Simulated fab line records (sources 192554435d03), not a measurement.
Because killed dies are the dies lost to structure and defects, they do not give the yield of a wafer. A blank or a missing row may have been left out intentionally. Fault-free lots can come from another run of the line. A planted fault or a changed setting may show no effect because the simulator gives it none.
Chamber matching | flow n5Finfet | N5_BEOL_M8_DESCUM_33 on rieDiel-05: 4 sister chambers
The step chemistry O2, time 7 s. 4 wafers are shown with their chamber, then 12 later ones without.

## WAFERS, EACH WITH ITS CHAMBER
wafer  | chamber | showerheadPlenumPTorr (Torr)
L081.3 | 2       | 2.07
L088.1 | 1       | 2.03
L088.2 | 3       | 2.15
L088.3 | 0       | 2.08

## WAFERS WITHOUT THEIR CHAMBER
wafer  | showerheadPlenumPTorr (Torr)
L088.4 | 2.08
L088.5 | 2.15
L088.6 | 2.03
L089.2 | 2.15
L089.4 | 2.03
L089.5 | 2.15
L090.2 | 2.15
L090.4 | 2.15
L090.5 | 2.03
L091.1 | 2.08
L091.3 | 2.06
L091.4 | 2.03

## WHICH CHAMBER EACH WENT THROUGH
wafer  | from the rows above | in truth
L088.4 | 0                   | 0
L088.5 | 3                   | 3
L088.6 | 1                   | 1
L089.2 | 3                   | 3
L089.4 | 1                   | 1
L089.5 | 3                   | 3
L090.2 | 3                   | 3
L090.4 | 3                   | 3
L090.5 | 1                   | 1
L091.1 | 0                   | 0
L091.3 | 2                   | 2
L091.4 | 1                   | 1
12 of 12 placed correctly. From these rows, 0 cannot be placed. Number placed wrongly: 0.
How it was worked out, from the rows above alone: a wafer's distance from a chamber is the root of the sum, over the readings, of the square of ((its reading less the chamber's mean) divided by the reading's scatter). If the next closest chamber is less than 2 further off than the closest, the wafer can't be placed; otherwise it belongs to the closest. The mean given for a chamber averages the wafers shown for that chamber. The scatter: with one shown wafer a chamber, the root of the mean of the squares of how far each hidden wafer lies from its nearest shown one.
